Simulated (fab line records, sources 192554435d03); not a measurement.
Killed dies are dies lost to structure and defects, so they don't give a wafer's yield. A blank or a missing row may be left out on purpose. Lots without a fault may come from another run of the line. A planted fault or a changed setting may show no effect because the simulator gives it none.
fab line records | flow n5_finfet
record lots=6 wafers=18 last_day=19
route steps=1938 shown BEOL_M5@1118 PASSIVATION@1936
lots that met no fault: from a run of the same line without faults
start_h: hours from the record's first day to the start of the lot's first wafer shown | wait_h: hours since the lot's step before | " the same as in the row above | L1.1+2: a row that stands for several wafers | - no value, or no start given | * or withheld: withheld | < > ~ a bound
route shown NAME@n: a module of which the file shows steps, and the number in the route of the first | usual: mean/standard deviation of fault-free wafers | same: alike in all rows | chamber/n: place in a boat | sites: the reading at each site | _std_site: their standard deviation | _edge_site: outer sites' mean less inner sites' | radius_mm: how far each site lies from the wafer's centre | mask NAME#n: copy n | behind: the tool/chamber that last shaped the wafer | hold: why the lot was held/for how many hours/how that ended | device: the transistor (n, p or np) that didn't switch | end of line: the same wafers' tests at the end of the route | a step without rows: its recipe alone | killed: dies lost to structure and defects at the first sort, not the wafer's yield | map: a wafer's dies, x killed, . not, _ none there
set.NAME: the setting as run; set.NAME@STEP: as run at that earlier step | model.NAME: the simulator's own value behind a step, which no gauge read
lots at some steps of the route; a table a step, a row a wafer
services: from which hour (start_h, from the record's first day; less than 0 if before it) a tool's chamber was out of use, for how many hours, and why
## steps
# step N5_BEOL_M5_COAT_60
# recipe resist=SiARC temp_c=220 time_s=60 spin_rpm=1500 resist_thk_nm=12
# step N5_BEOL_M5_COAT_71
# recipe resist=underlayer temp_c=205 time_s=60 spin_rpm=1500 resist_thk_nm=5
# step N5_BEOL_M5_COAT_05
# recipe resist=CAR-EUV spin_rpm=1500 resist_thk_nm=30
# step N5_BEOL_M5_EBR_07
# recipe solvent=PGMEA ebr_width_mm=1.5
# step N5_BEOL_M5_SOFTBAKE_06
# recipe temp_c=110 time_s=60 resist=CAR-EUV
# step N5_BEOL_M5_EXPOSE_08
# recipe mask_id=M5 na=0.33 source_shape=annular sigma_inner=0.4 sigma_outer=0.8 polarization=unpolarized target_cd_nm=28 dose_mj=35.75
# step N5_BEOL_M5_PEB_09
# recipe peb_temp_c=100 peb_time_s=60 resist=CAR-EUV
# step N5_BEOL_M5_DEVELOP_10
# recipe develop_time_s=30 developer=TMAH resist=CAR-EUV rinse_liquid=surfactant_rinse dry=air_spin dev_temp_c=23
# step N5_BEOL_M5_CD_MEAS_11
# recipe target_cd_nm=27.74 landing_energy_ev=500 detector=se_inlens
# usual cd_nm=28.02/0.26
# columns lot.wafer tool chamber start_h wait_h cd_nm
L889.2 cd_sem-01 0 166.04 - 28.18
L889.4 " 0 " " 28.11
L889.6 " 0 " " 27.99
L900.1 cd_sem-03 0 254.88 - 28.14
L900.3 " 0 " " 28.22
L900.4 " 0 " " 28.37
L903.1 cd_sem-02 0 259.61 - 27.84
L903.5 " 0 " " 27.69
L903.6 " 0 " " 27.94
L907.1 cd_sem-02 0 292.89 - 27.87
L907.2 " 0 " " 28.33
L907.4 " 0 " " 28.35
L910.1 cd_sem-02 0 319.80 - 28.31
L910.3 " 0 " " 28.28
L910.4 " 0 " " 28.81
L912.1 cd_sem-03 0 350.70 - 27.77
L912.2 " 0 " " 28.23
L912.6 " 0 " " 27.79
# step N5_BEOL_M5_OVL_MEAS_12
# recipe points_per_wafer=522
# usual M5_OVL=-0.1/0.64
# columns lot.wafer tool chamber start_h wait_h M5_OVL[nm]
L889.2 overlay-01 0 166.08 0.0 -0.1
L889.4 " 0 " " 0.5
L889.6 " 0 " " -0.1
L900.1 overlay-02 0 254.91 0.0 -0.8
L900.3 " 0 " " -0.3
L900.4 " 0 " " -0.1
L903.1 overlay-01 0 259.64 0.0 0.0
L903.5 " 0 " " -0.6
L903.6 " 0 " " -0.1
L907.1 overlay-02 0 292.92 0.0 0.3
L907.2 " 0 " " 0.3
L907.4 " 0 " " 0.1
L910.1 overlay-02 0 319.84 0.0 0.1
L910.3 " 0 " " 1.0
L910.4 " 0 " " -0.1
L912.1 overlay-02 0 350.73 0.0 1.0
L912.2 " 0 " " 0.4
L912.6 " 0 " " 0.3
# step N5_BEOL_M5_INSPECT_13
# recipe mode=adi inspect_instrument=brightfield
# usual raw_defect_count=417/110
# columns lot.wafer tool chamber start_h wait_h raw_defect_count
L889.2 defect_inspect-02 - 166.13 0.0 343
L889.4 " - " " 350
L889.6 " - " " 415
L900.1 defect_inspect-02 - 254.97 0.1 370
L900.3 " - " " 378
L900.4 " - " " 429
L903.1 defect_inspect-02 - 259.70 0.1 404
L903.5 " - " " 442
L903.6 " - " " 490
L907.1 defect_inspect-01 - 292.98 0.1 443
L907.2 " - " " 509
L907.4 " - " " 542
L910.1 defect_inspect-01 - 319.89 0.1 418
L910.3 " - " " 504
L910.4 " - " " 380
L912.1 defect_inspect-01 - 350.79 0.1 417
L912.2 " - " " 496
L912.6 " - " " 340
# step N5_BEOL_M5_DESCUM_16
# recipe chemistry=O2 time_s=7 source_power_w=50 bias_power_w=20 pressure_mtorr=20 rf_frequency_hz=2.712e+07 temp_c=40 resist=CAR-EUV o2_flow_sccm=225
# usual drypump_motor_current_A=5.6/0.53 oes_product_au=0.81/0.084 rf_vpp_V=243.5/1.5 showerhead_plenum_p_Torr=2.12/0.08 throttle_valve_pct=20.52/0.2
# columns lot.wafer tool chamber start_h wait_h drypump_motor_current_A oes_product_au rf_hours_counter_h rf_vpp_V showerhead_plenum_p_Torr throttle_valve_pct
L889.2 rie_diel-04 3 166.16 0.0 4.9 0.76 166 243.9 2.15 20.47
L889.4 " 1 " " 4.9 0.76 155 245.4 2.15 20.66
L889.6 " 2 " " 5.1 0.72 - 240.2 1.99 20.44
L900.1 rie_diel-04 1 255.21 0.2 5.0 0.73 178 244.3 2.14 20.69
L900.3 " 2 " " 5.1 0.70 213 242.8 1.99 20.46
L900.4 " 3 " " 4.9 0.74 185 244.9 2.14 20.49
L903.1 rie_diel-04 3 259.73 0.0 4.9 0.74 186 243.5 2.14 20.50
L903.5 " 1 " " 4.9 0.73 - 245.3 2.14 20.71
L903.6 " 0 " " 5.3 0.72 - 243.2 2.09 20.26
L907.1 rie_diel-03 1 293.66 0.7 6.0 0.69 198 243.7 2.08 20.73
L907.2 " 0 " " 4.9 0.73 193 241.5 2.00 20.84
L907.4 " 3 " " 6.3 0.90 39 242.4 2.05 20.67
L910.1 rie_diel-05 3 319.93 0.0 6.1 0.82 71 242.3 2.05 20.27
L910.3 " 0 " " 5.8 0.79 106 243.2 2.22 20.53
L910.4 " 1 " " 5.6 0.78 96 245.6 2.21 20.68
L912.1 rie_diel-05 2 351.21 0.4 5.0 0.86 62 244.3 2.21 20.60
L912.2 " 3 " " 6.1 0.82 79 242.1 2.04 20.28
L912.6 " 3 " " 6.1 0.82 - 242.9 2.04 20.27
# step N5_BEOL_M5_ETCH_72
# recipe chemistry=N2/H2 target=underlayer target_depth_a=65 mask_material=CAR-EUV time_s=5.2 ion_energy_ev=200 pressure_mtorr=30 source_w=840 bias_w=150 n2_flow_sccm=200 h2_flow_sccm=200 ends=cleared
# usual bias_w=150.0/0.44 drypump_motor_current_A=5.6/0.53 etch_rf_on_time_s=5.17/0.11 oes_product_au=0.69/0.072 rf_vpp_V=524/3.1 showerhead_plenum_p_Torr=2.56/0.1 throttle_valve_pct=17.86/0.24
# columns lot.wafer tool chamber start_h wait_h bias_w drypump_motor_current_A etch_rf_on_time_s oes_product_au rf_hours_counter_h rf_vpp_V showerhead_plenum_p_Torr throttle_valve_pct
L889.2 rie_diel-04 3 166.20 0.0 150.2 4.9 5.34 0.64 166 527 2.63 17.97
L889.4 " 1 " " 150.2 4.9 5.16 0.65 155 527 2.64 18.26
L889.6 " 2 " " 150.0 5.1 5.09 0.61 - 521 2.41 17.78
L900.1 rie_diel-04 1 255.24 0.0 159.4 4.9 5.01 0.64 178 546 2.63 18.31
L900.3 " 2 " " 159.3 5.1 4.93 0.61 213 541 2.40 17.84
L900.4 " 3 " " 159.0 4.9 5.09 0.63 185 547 2.62 17.98
L903.1 rie_diel-04 3 259.77 0.0 159.5 4.9 5.15 0.63 186 546 2.62 18.00
L903.5 " 1 " " 159.4 4.9 5.11 0.64 - 546 2.63 18.30
L903.6 " 0 " " 158.7 5.3 5.03 0.63 - 542 2.54 17.68
L907.1 rie_diel-03 1 293.70 0.0 149.9 6.1 5.25 0.58 198 522 2.52 18.11
L907.2 " 0 " " 149.8 4.9 5.28 0.61 193 520 2.42 18.20
L907.4 " 3 " " 150.2 6.3 5.11 0.77 39 520 2.47 17.88
L910.1 rie_diel-05 3 319.96 0.0 149.3 6.2 5.30 0.70 71 521 2.45 17.50
L910.3 " 0 " " 150.1 5.8 5.26 0.67 106 526 2.68 17.79
L910.4 " 1 " " 150.7 5.6 5.12 0.69 96 527 2.67 17.95
L912.1 rie_diel-05 2 351.25 0.0 149.4 5.0 5.08 0.73 62 529 2.68 17.91
L912.2 " 3 " " 149.8 6.1 5.26 0.68 79 519 2.45 17.56
L912.6 " 3 " " 150.1 6.1 5.24 0.69 - 522 2.45 17.53
# step N5_BEOL_M5_ETCH_61
# recipe chemistry=CF4 target=SiARC target_depth_a=156 mask_material=CAR-EUV time_s=26 ion_energy_ev=80 pressure_mtorr=40 source_w=545 bias_w=36 Ar_flow_sccm=100 cf4_flow_sccm=100 ends=cleared
# usual bias_w=36.00/0.11 drypump_motor_current_A=5.6/0.53 etch_rf_on_time_s=25.9/0.53 oes_product_au=0.69/0.072 rf_vpp_V=184.4/1.2 showerhead_plenum_p_Torr=2.16/0.08 throttle_valve_pct=15.68/0.22
# columns lot.wafer tool chamber start_h wait_h bias_w drypump_motor_current_A etch_rf_on_time_s oes_product_au rf_hours_counter_h rf_vpp_V showerhead_plenum_p_Torr throttle_valve_pct
L889.2 rie_diel-04 3 166.21 0.0 35.91 4.9 26.8 0.63 166 184.4 2.21 15.72
L889.4 " 1 " " 35.97 4.9 26.2 0.64 155 186.2 2.23 16.00
L889.6 " 2 " " 35.94 5.1 25.7 0.62 - 183.8 2.05 15.72
L900.1 rie_diel-04 1 255.26 0.0 36.03 4.9 26.8 0.61 178 186.2 2.22 16.05
L900.3 " 2 " " 36.19 5.1 25.7 0.60 213 182.4 2.05 15.77
L900.4 " 3 " " 36.06 4.9 26.4 0.62 185 184.1 2.20 15.75
L903.1 rie_diel-04 3 259.78 0.0 36.07 4.9 26.7 0.62 186 183.8 2.20 15.76
L903.5 " 1 " " 35.79 4.9 26.8 0.61 - 184.2 2.22 16.05
L903.6 " 0 " " 36.04 5.3 25.9 0.62 - 183.5 2.13 15.46
L907.1 rie_diel-03 1 293.71 0.0 36.06 6.1 26.1 0.59 198 185.8 2.13 15.93
L907.2 " 0 " " 35.87 4.9 26.4 0.63 193 184.5 2.03 15.93
L907.4 " 3 " " 36.07 6.3 25.8 0.76 39 185.1 2.10 15.77
L910.1 rie_diel-05 3 319.98 0.0 36.01 6.1 26.1 0.71 71 183.4 2.09 15.36
L910.3 " 0 " " 35.95 5.8 25.8 0.67 106 186.1 2.25 15.63
L910.4 " 1 " " 35.84 5.6 25.1 0.69 96 184.9 2.26 15.87
L912.1 rie_diel-05 2 351.27 0.0 35.87 5.0 25.3 0.74 62 185.2 2.26 15.71
L912.2 " 3 " " 36.02 6.1 26.5 0.68 79 182.9 2.08 15.37
L912.6 " 3 " " 36.04 6.1 26.0 0.70 - 183.2 2.08 15.38
# step N5_PASSIVATION_PROBE_49
# usual defect_limited_yield=91.4/1.5 killed_at_M0_to_M3=35/12 killed_at_M4_up=13/5.8 killed_at_contacts=12/5.5 killed_at_front_end=36/9.9 killed_at_other=4/3.7 killed_dies=101/18 killed_open=66/13 killed_short=33/8 sort_bin_5_function=5.0/1 sort_bin_6_memory=3.2/0.67 sort_bin_8_speed=0.00/0.0099 sort_n_pass=1079/18 sort_yield_pct=91.4/1.5
# same gross_dies=1180 killed_at_back_side=0 sort_bin_4_leakage[%]=0
# columns lot.wafer tool chamber start_h wait_h defect_limited_yield[%] killed_at_M0_to_M3 killed_at_M4_up killed_at_contacts killed_at_front_end killed_at_other killed_dies killed_open killed_short sort_bin_5_function[%] sort_bin_6_memory[%] sort_bin_8_speed[%] sort_n_pass sort_yield_pct[%]
L889.2 prober-01 - 270.83 0.1 92.1 47 15 9 21 1 93 62 31 4.9 2.6 0 1087 92.1
L889.4 prober-01 - 270.93 0.2 92.5 26 15 15 30 2 88 59 29 4.7 2.4 0 1092 92.5
L889.6 prober-01 - 271.03 0.3 93.0 36 14 6 26 1 83 58 25 3.6 3.1 0 1097 93.0
L900.1 prober-02 - 365.02 0.0 92.8 18 10 13 40 4 85 52 31 4.3 2.7 0 1095 92.8
L900.3 prober-02 - 365.12 0.1 91.5 30 9 15 36 10 100 67 31 5.3 2.8 0 1080 91.5
L900.4 prober-02 - 365.17 0.2 91.3 26 12 13 41 11 103 64 37 4.9 3.5 0 1077 91.3
L903.1 prober-01 - 373.91 0.0 92.4 23 15 13 35 4 90 59 31 4.4 2.6 0 1090 92.4
L903.5 prober-01 - 374.11 0.2 91.6 41 6 11 37 4 99 68 30 5.2 3.0 0 1081 91.6
L903.6 prober-01 - 374.16 0.3 90.8 41 18 6 37 7 109 67 39 5.4 3.1 0 1071 90.8
L907.1 prober-02 - 393.62 0.0 92.0 23 14 14 39 4 94 62 28 3.8 4.1 0.08 1086 92.0
L907.2 prober-02 - 393.67 0.1 95.5 19 11 6 17 0 53 28 24 2.9 1.5 0 1127 95.5
L907.4 prober-02 - 393.77 0.2 93.1 32 13 8 21 7 81 62 17 4.1 2.5 0 1099 93.1
L910.1 prober-01 - 417.73 0.0 91.5 24 13 13 42 8 100 67 31 4.7 3.5 0 1080 91.5
L910.3 prober-01 - 417.83 0.1 92.8 36 17 10 20 2 85 58 25 4.2 2.7 0 1095 92.8
L910.4 prober-01 - 417.88 0.2 92.5 24 12 13 39 1 89 53 29 4.2 2.5 0 1091 92.5
L912.1 prober-02 - 448.23 0.0 91.5 35 16 13 36 0 100 60 39 5.2 3.1 0 1080 91.5
L912.2 prober-02 - 448.28 0.1 89.9 39 11 15 54 0 119 72 46 5.9 4.0 0 1061 89.9
L912.6 prober-02 - 448.48 0.3 91.9 33 10 23 28 2 96 58 35 5.2 2.7 0 1084 91.9
# killed by level:class
L889.2 BEOL_M0_SAQP:geometric_particle:short=14 BEOL_M0_SAQP:geometric_particle:open=13 BEOL_M3:geometric_particle:open=8 MOL_CONTACT_COAG:geometric_particle:open=8 BEOL_M4:geometric_particle:open=8 BEOL_M1:geometric_particle:short=6 FIN_SAQP:geometric_particle:open=5 DUMMY_GATE:geometric_particle:open=5
L889.4 MOL_CONTACT_COAG:geometric_particle:open=13 GATE_CUT:geometric_particle:short=8 BEOL_M0_SAQP:geometric_particle:open=8 BEOL_M4:geometric_particle:open=8 FIN_SAQP:geometric_particle:open=6 BEOL_M3:geometric_particle:open=6 FIN_SAQP:geometric_particle:short=4 DUMMY_GATE:geometric_particle:open=4
L889.6 FIN_SAQP:geometric_particle:open=14 BEOL_M0_SAQP:geometric_particle:short=10 BEOL_M4:geometric_particle:open=10 BEOL_M3:geometric_particle:open=9 BEOL_M0_SAQP:geometric_particle:open=6 BEOL_M2:geometric_particle:open=6 FIN_SAQP:geometric_particle:short=4 MOL_CONTACT_COAG:geometric_particle:open=4
L900.1 MOL_CONTACT_COAG:geometric_particle:open=10 BEOL_M0_SAQP:geometric_particle:open=8 BEOL_M0_SAQP:geometric_particle:short=8 FIN_SAQP:geometric_particle:open=7 FIN_SAQP:geometric_particle:short=6 GATE_CUT:geometric_particle:open=6 GATE_CUT:geometric_particle:short=4 STARTING-WAFER:geometric_particle:short=4
L900.3 MOL_CONTACT_COAG:geometric_particle:open=14 BEOL_M0_SAQP:geometric_particle:short=12 FIN_SAQP:geometric_particle:open=9 BEOL_M1:geometric_particle:open=7 BEOL_M4:geometric_particle:open=5 BEOL_M0:geometric_particle:open=5 STI_FIN_REVEAL:geometric_particle:open=4 STARTING-WAFER:geometric_particle:open=4
L900.4 MOL_CONTACT_COAG:geometric_particle:open=11 BEOL_M0_SAQP:geometric_particle:short=10 STI_FIN_REVEAL:geometric_particle:open=8 BEOL_M4:geometric_particle:open=7 BEOL_M0:geometric_particle:open=5 STARTING-WAFER:geometric_particle:open=5 STI_FIN_REVEAL:geometric_particle:short=4 BEOL_M0_SAQP:geometric_particle:open=4
L903.1 FIN_SAQP:geometric_particle:open=11 BEOL_M0_SAQP:geometric_particle:open=10 MOL_CONTACT_COAG:geometric_particle:open=9 BEOL_M3:geometric_particle:open=7 FIN_SAQP:geometric_particle:short=6 GATE_CUT:geometric_particle:short=6 STI_FIN_REVEAL:geometric_particle:open=4 MOL_CONTACT_COAG:geometric_particle:short=4
L903.5 BEOL_M0_SAQP:geometric_particle:short=11 MOL_CONTACT_COAG:geometric_particle:open=10 STI_FIN_REVEAL:geometric_particle:open=7 BEOL_M0_SAQP:geometric_particle:open=7 BEOL_M2:geometric_particle:open=7 BEOL_M3:geometric_particle:open=7 FIN_SAQP:geometric_particle:open=6 STARTING-WAFER:geometric_particle:short=5
L903.6 BEOL_M0_SAQP:geometric_particle:short=15 BEOL_M0_SAQP:geometric_particle:open=12 FIN_SAQP:geometric_particle:short=8 STI_FIN_REVEAL:geometric_particle:open=6 BEOL_M4:geometric_particle:open=6 FIN_SAQP:geometric_particle:open=5 GATE_CUT:geometric_particle:short=5 MOL_CONTACT_COAG:geometric_particle:open=5
L907.1 BEOL_M0_SAQP:geometric_particle:open=11 FIN_SAQP:geometric_particle:open=10 MOL_CONTACT_COAG:geometric_particle:open=9 FIN_SAQP:geometric_particle:short=8 STI_FIN_REVEAL:geometric_particle:open=5 MOL_CONTACT_COAG:geometric_particle:short=5 BEOL_M0_SAQP:geometric_particle:short=5 MIM_TOP:geometric_particle:open=4
L907.2 BEOL_M0_SAQP:geometric_particle:short=8 MOL_CONTACT_COAG:geometric_particle:open=5 BEOL_M0_SAQP:geometric_particle:open=5 BEOL_M4:geometric_particle:open=4 DUMMY_GATE:geometric_particle:open=3 GATE_CUT:geometric_particle:short=3 BEOL_M3:geometric_particle:open=3 DUMMY_GATE:geometric_particle:short=2
L907.4 BEOL_M3:geometric_particle:open=15 MOL_CONTACT_COAG:geometric_particle:open=8 STI_FIN_REVEAL:geometric_particle:open=7 BEOL_M0_SAQP:geometric_particle:open=5 BEOL_M2:geometric_particle:open=5 BEOL_M4:geometric_particle:open=5 GATE_CUT:geometric_particle:short=4 BEOL_M0_SAQP:geometric_particle:short=4
L910.1 MOL_CONTACT_COAG:geometric_particle:open=12 STI_FIN_REVEAL:geometric_particle:open=8 BEOL_M4:geometric_particle:open=8 BEOL_M2:geometric_particle:open=7 GATE_CUT:geometric_particle:open=6 DUMMY_GATE:geometric_particle:open=4 BEOL_M0_SAQP:geometric_particle:short=4 GATE_CUT:geometric_particle:short=4
L910.3 MOL_CONTACT_COAG:geometric_particle:open=10 STI_FIN_REVEAL:geometric_particle:open=8 BEOL_M0_SAQP:geometric_particle:short=6 BEOL_M1:geometric_particle:open=6 BEOL_M1:geometric_particle:short=5 BEOL_M2:geometric_particle:open=5 BEOL_M4:geometric_particle:open=5 BEOL_M0_SAQP:geometric_particle:open=4
L910.4 MOL_CONTACT_COAG:geometric_particle:open=12 BEOL_M0_SAQP:geometric_particle:short=7 HKMG_FIN:area_etch=7 BEOL_M1:geometric_particle:open=5 GATE_CUT:geometric_particle:open=5 BEOL_M4:geometric_particle:open=5 DUMMY_GATE:geometric_particle:open=4 STARTING-WAFER:geometric_particle:short=4
L912.1 FIN_SAQP:geometric_particle:short=12 MOL_CONTACT_COAG:geometric_particle:open=10 BEOL_M0_SAQP:geometric_particle:open=10 FIN_SAQP:geometric_particle:open=6 GATE_CUT:geometric_particle:short=6 BEOL_M0_SAQP:geometric_particle:short=5 BEOL_M1:geometric_particle:open=5 BEOL_M1:geometric_particle:short=5
L912.2 STI_FIN_REVEAL:geometric_particle:open=17 BEOL_M0_SAQP:geometric_particle:short=15 MOL_CONTACT_COAG:geometric_particle:open=12 BEOL_M0_SAQP:geometric_particle:open=7 DUMMY_GATE:geometric_particle:open=6 FIN_SAQP:geometric_particle:short=5 STARTING-WAFER:geometric_particle:short=5 BEOL_M2:geometric_particle:open=5
L912.6 MOL_CONTACT_COAG:geometric_particle:open=17 BEOL_M0_SAQP:geometric_particle:short=10 MOL_CONTACT_COAG:geometric_particle:short=6 BEOL_M0_SAQP:geometric_particle:open=5 BEOL_M1:geometric_particle:open=5 BEOL_M3:geometric_particle:open=5 FIN_SAQP:geometric_particle:open=4 STI_FIN_REVEAL:geometric_particle:open=4
## services
# columns tool chamber start_h hours kind
rie_diel-05 - 147.63 0.9 repair
rie_diel-03 3 153.55 - clean
rie_diel-03 3 153.55 - consumable_replace:focus_ring
rie_diel-03 3 153.55 24.3 scheduled_down
rie_diel-03 3 153.55 24.3 vent_cycle
rie_diel-03 0 154.99 7.7 repair
rie_diel-04 - 174.46 15.6 pm
rie_diel-05 2 179.59 5.7 repair
rie_diel-05 1 184.83 6.6 repair
rie_diel-05 - 187.41 14.6 pm
rie_diel-03 0 196.77 6.4 repair
rie_diel-04 3 200.90 12.8 repair
rie_diel-04 2 216.19 9.9 repair
rie_diel-03 2 216.52 - clean
rie_diel-03 2 216.52 - consumable_replace:focus_ring
rie_diel-05 3 251.62 3.5 repair
rie_diel-03 - 253.91 0.7 repair
rie_diel-04 3 309.13 11.7 repair
rie_diel-04 1 326.22 4.5 repair
## key
first_sign step=N5_BEOL_M5_ETCH_72 reading=bias_w direction=up sigmas=21 usual=* struck=*
effect step=N5_BEOL_M5_ETCH_72 reading=rf_vpp_V direction=up sigmas=6.5 usual=524 struck=545
met_at N5_BEOL_M5_ETCH_72
struck_wafers L900.1,L900.3,L900.4,L903.1,L903.5,L903.6
onset_between 166.20 255.24
fault kind=process_parameter_drift tool=rie_diel-04 chamber=- onset_h=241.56 steps=N5_BEOL_M5_ETCH_72 channel=bias_w offset=* shape=step end_h=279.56 acts_in=* stated=*
